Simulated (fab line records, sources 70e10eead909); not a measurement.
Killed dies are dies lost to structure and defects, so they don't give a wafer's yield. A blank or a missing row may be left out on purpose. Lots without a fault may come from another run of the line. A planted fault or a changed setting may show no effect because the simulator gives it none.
One fault seen from 2 desks | flow nand_harc | each desk has only its own numbers; what lay behind them comes last

THE DEFECT DESK
What the inspections along the route counted, lot by lot: means of the sampled wafers that have a number. A lot is out of limits, marked OUT, if its mean lies more than 4 standard deviations from the usual mean; the brackets give that distance.
Columns: A = raw_defect_count at NHARC_A_M0_INSPECT_11, usual 30
lot  | first seen here | A
L361 | day 17 21:32    | 12
L365 | day 18 04:01    | 24
L364 | day 18 23:22    | 24
L368 | day 19 13:49    | 27
L374 | day 20 15:11    | 27
L376 | day 22 00:56    | 58
L379 | day 22 01:32    | 19
L378 | day 22 01:58    | 32
L380 | day 23 03:54    | 35
L381 | day 23 14:25    | 17
L382 | day 23 14:32    | 25
This desk's finding: nothing out of limits on any of the 11 lots.

THE TOOL OWNER'S DESK: litho_track-06
The tool's own readings at NHARC_A_M0_SOFTBAKE_04 (time 55 s): means of the sampled wafers that have a number, for each lot that ran on this tool. A lot is out of limits, marked OUT, if its mean lies more than 4 standard deviations from the usual mean; the brackets give that distance.
Columns: A = heater_power_total_W at NHARC_A_M0_SOFTBAKE_04, usual 188.46 W; B = resist_line_temp_C at NHARC_A_M0_SOFTBAKE_04, usual 23.00 C
lot  | first seen here | A                | B
L364 | day 18 22:00    | 195.75 (+49) OUT | 23.06
L368 | day 19 13:00    | 195.86 (+49) OUT | 23.00
L376 | day 22 00:00    | 188.43           | 22.96
L379 | day 22 00:00    | 188.43           | 22.84
L382 | day 23 14:00    | 188.52           | 23.09
This desk's finding: out of limits on L364, L368; first on L364, day 18 22:00 (heater_power_total_W at NHARC_A_M0_SOFTBAKE_04). In limits: L376, L379, L382.

PUT TOGETHER
The tool owner's desk could have raised an alarm at day 18 22:00, on L364, L368.
The defect desk saw nothing out of limits.
The defect desk has L364, L368 on record, within its limits.
Of the lots named, all ran NHARC_A_M0_SOFTBAKE_04 on litho_track-06.

WHAT THE SIMULATOR HAD PUT IN
Process parameter drift: litho_track-06, from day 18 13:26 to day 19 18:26, at NHARC_A_M0_SOFTBAKE_04. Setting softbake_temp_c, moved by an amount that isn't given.
Lots struck among those shown: L364, L368.
Hours from the fault's start to each desk's first reading out of limits: the tool owner's desk, 9.
